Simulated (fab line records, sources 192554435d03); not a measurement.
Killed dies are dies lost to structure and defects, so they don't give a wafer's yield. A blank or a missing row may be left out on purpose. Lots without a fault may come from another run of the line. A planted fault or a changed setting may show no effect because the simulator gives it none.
Chamber matching | flow n5_finfet | N5_DUMMY_GATE_ETCH_32 on rie_si-01: 4 sister chambers
The step etches SiO2 in CF4, target depth 3.5 nm, time 3.9 s. 7 wafers are shown with their chamber, then 7 later ones without.

WAFERS WITH THEIR CHAMBER
wafer  | chamber | throttle_valve_pct (%) | oes_product_au (a.u.)
L074.5 | 2       | 21.6                   | 1.014
L075.2 | 1       | 22.2                   | 1.014
L076.2 | 1       | 22.3                   | 1.017
L077.2 | 3       | 21.7                   | 1.038
L077.6 | 0       | 21.9                   | 1.024
L078.1 | 0       | 21.9                   | 1.025
L078.4 | 3       | 21.7                   | 1.038

WAFERS WITHOUT THEIR CHAMBER
wafer  | throttle_valve_pct (%) | oes_product_au (a.u.)
L078.6 | 22.2                   | 1.015
L096.2 | 22.2                   | 1.019
L096.3 | 21.6                   | 1.029
L096.6 | 22.2                   | 1.033
L097.1 | 22.2                   | 1.014
L097.3 | 21.9                   | 1.021
L097.6 | 22.2                   | 1.016

WHICH CHAMBER EACH WENT THROUGH
wafer  | from the rows above     | in truth
L078.6 | 1                       | 1
L096.2 | 1                       | 1
L096.3 | can't be placed: 3 or 0 | 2
L096.6 | 0                       | 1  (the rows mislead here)
L097.1 | 1                       | 1
L097.3 | 0                       | 0
L097.6 | 1                       | 1
Placed correctly: 5 of 7. Can't be placed from these rows: 1 (the true chamber is among the candidates in 0). Placed wrongly: 1.
How it was worked out, from the rows above alone: a wafer's distance from a chamber is the root of the sum, over the readings, of the square of ((its reading less the chamber's mean) divided by the reading's scatter). The wafer belongs to the nearest chamber; if the next one is less than 2 further off, it can't be placed. A chamber's mean is the mean of its shown wafers. The scatter: the root of (the sum of the squares of (reading less its chamber's mean) over the shown wafers, divided by (wafers less chambers)).
